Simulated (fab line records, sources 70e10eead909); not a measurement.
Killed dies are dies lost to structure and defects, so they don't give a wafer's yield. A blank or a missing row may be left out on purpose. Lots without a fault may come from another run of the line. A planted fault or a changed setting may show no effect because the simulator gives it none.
Which tool did it? | flow nand_harc | 14 lots, 41 wafers sampled, at 4 steps of a route of 1302

WHAT THE GAUGES READ, wafer by wafer
NHARC_A_ONON_D2_THK_MEAS_02: measures by ellipsometry.
lot  | measured     | on            | thk_nm (nm)
L579 | day 12 08:04 | film_metro-01 | 990 990 990
L580 | day 12 18:27 | film_metro-02 | 1009 1008 1012
L581 | day 13 11:10 | film_metro-02 | 1009 1007 1008
L582 | day 13 11:34 | film_metro-01 | 1003 1003 1005
L583 | day 13 22:18 | film_metro-01 | 1001 1002 1002
L584 | day 14 10:22 | film_metro-02 | 985 984 984
L589 | day 16 18:20 | film_metro-01 | 1010 1008 1010
L588 | day 16 18:20 | film_metro-01 | 1033 1033 1034
L593 | day 18 18:17 | film_metro-01 | 1013 1013 1013
L597 | day 20 05:01 | film_metro-01 | 1007 1008 1007
L598 | day 20 05:02 | film_metro-02 | 993 993
L599 | day 20 17:10 | film_metro-01 | 1003 1005 1004
L601 | day 21 17:55 | film_metro-02 | 1016 1015 1015
L602 | day 22 09:29 | film_metro-01 | 986 984 986

NHARC_A_ONON_D2_THK_MEAS_11: measures by ellipsometry.
lot  | measured     | on            | thk_nm (nm)
L579 | day 12 09:49 | film_metro-02 | 989 990 988
L580 | day 12 20:09 | film_metro-02 | 981 980 981
L581 | day 13 12:52 | film_metro-01 | 1012 1010 1012
L582 | day 13 13:16 | film_metro-01 | 999 996 999
L583 | day 14 00:00 | film_metro-01 | 1019 1017 1018
L584 | day 14 12:04 | film_metro-01 | 998 996 997
L589 | day 16 20:02 | film_metro-01 | 1016 1016 1017
L588 | day 16 20:02 | film_metro-01 | 998 996 995
L593 | day 18 19:59 | film_metro-02 | 1011 1009 1011
L597 | day 20 06:43 | film_metro-01 | 1003 1003 1004
L598 | day 20 06:52 | film_metro-02 | 440 999
L599 | day 20 18:52 | film_metro-02 | 988 987 430
L601 | day 21 19:37 | film_metro-02 | 994 991 991
L602 | day 22 11:11 | film_metro-02 | 1011 1012 1011

WHICH TOOL RAN EACH LOT (tool, then ch and the chambers of the sampled wafers, then the start)
lot  | NHARC_A_DECK1_JOINT_CMP_02    | NHARC_A_ONON_D2_DEP_09
L579 | cmp-01 ch 1,2, day 12 06:47   | pecvd_onon-03 ch 0, day 12 09:20
L580 | cmp-02 ch 0,1,2, day 12 17:13 | pecvd_onon-03 ch 0, day 12 19:42
L581 | cmp-04 ch 0,1,3, day 13 09:54 | pecvd_onon-03 ch 0, day 13 12:21
L582 | cmp-01 ch 0,1,2, day 13 10:19 | pecvd_onon-01 ch 0, day 13 12:44
L583 | cmp-02 ch 0,1,3, day 13 21:04 | pecvd_onon-01 ch 0, day 13 23:33
L584 | cmp-02 ch 2,3, day 14 09:05   | pecvd_onon-03 ch 0, day 14 11:37
L589 | cmp-04 ch 0,2, day 16 16:47   | pecvd_onon-03 ch 0, day 16 19:32
L588 | cmp-01 ch 0,2, day 16 16:49   | pecvd_onon-04 ch 0, day 16 19:32
L593 | cmp-04 ch 1,2,3, day 18 16:59 | pecvd_onon-01 ch 0, day 18 19:29
L597 | cmp-04 ch 0,2,3, day 20 03:44 | pecvd_onon-04 ch 0, day 20 06:19
L598 | cmp-01 ch 1,2, day 20 03:47   | pecvd_onon-03 ch 0, day 20 06:25
L599 | cmp-04 ch 0,1,3, day 20 15:56 | pecvd_onon-03 ch 0, day 20 18:31
L601 | cmp-04 ch 0,1,3, day 21 16:32 | pecvd_onon-01 ch 0, day 21 19:17
L602 | cmp-01 ch 0,1, day 22 08:08   | pecvd_onon-01 ch 0, day 22 10:47
- NHARC_A_DECK1_JOINT_CMP_02: polishes SiOx.
- NHARC_A_ONON_D2_DEP_09: target thk 1000 nm.

WHAT THE TOOLS THEMSELVES READ (means of the sampled wafers that have a number; where no wafer has one, the mark that the record gives instead)
NHARC_A_DECK1_JOINT_CMP_02.
lot  | tool   | edge_zone_pressure_frac | motor_current_A (A) | retaining_ring_pressure_frac | slurry_flow_ml_min
L579 | cmp-01 | 0.997                   | 12.5                | 0.998                        | 150.6
L580 | cmp-02 | 1.000                   | 10.9                | 1.003                        | 150.2
L581 | cmp-04 | 0.997                   | 12.8                | 1.001                        | 149.8
L582 | cmp-01 | 1.006                   | 11.5                | 1.004                        | 149.9
L583 | cmp-02 | 1.001                   | 11.6                | 0.995                        | 149.7
L584 | cmp-02 | 0.996                   | 11.2                | 1.002                        | 150.0
L589 | cmp-04 | 0.997                   | 12.7                | 0.997                        | 149.9
L588 | cmp-01 | 1.004                   | 9.9                 | 0.997                        | 149.5
L593 | cmp-04 | 0.997                   | 12.0                | 1.003                        | 150.0
L597 | cmp-04 | 0.999                   | 12.4                | 0.999                        | 150.1
L598 | cmp-01 | 1.002                   | 11.9                | 1.002                        | 149.8
L599 | cmp-04 | 0.999                   | 12.8                | 1.002                        | 149.9
L601 | cmp-04 | 0.999                   | 12.6                | 0.996                        | 149.8
L602 | cmp-01 | 1.002                   | 12.2                | 0.999                        | 150.2

THE ANSWER, worked out from the rows above alone
Rule: what is usual is taken from the lots themselves. Put in order of their means at a reading, lots are off if they are a third of the lots or fewer, leave a main group of 4 or more, and stand apart from it by a gap of 3 or more times the standard deviation of the main group's means; of several such gaps the widest counts. A main group whose means are all the same, to the digits that the tables above print for the reading, isn't used. A lot without any number at a reading at which 4 lots or more have one is off too. The other lots that the step has rows for count as sound. The gauges are gone through in route order, then the tools' own readings, and for those a lot's mean is taken as printed above. The first step at which some lot is off is used, and at that step the reading that is off furthest; a lot without a number counts as furthest.
Off: L598, L599, at NHARC_A_ONON_D2_THK_MEAS_11 (thk_nm). The main group: mean 1002 nm, standard deviation 11.
A tool fits if, at a process step before that reading, it ran every lot that is off, and no sound lot after the first of them. The gauges at NHARC_A_ONON_D2_THK_MEAS_11 are tried like those tools. One fits: pecvd_onon-03 at NHARC_A_ONON_D2_DEP_09. Its last sound lot is L589 (day 16 19:32), its first lot that is off L598 (day 20 06:25): a fault that began between those two fits.

WHAT THE SIMULATOR HAD PUT IN
Process parameter drift: pecvd_onon-03, from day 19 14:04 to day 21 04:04, at NHARC_A_ONON_D2_DEP_09. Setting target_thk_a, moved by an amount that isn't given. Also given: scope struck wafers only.
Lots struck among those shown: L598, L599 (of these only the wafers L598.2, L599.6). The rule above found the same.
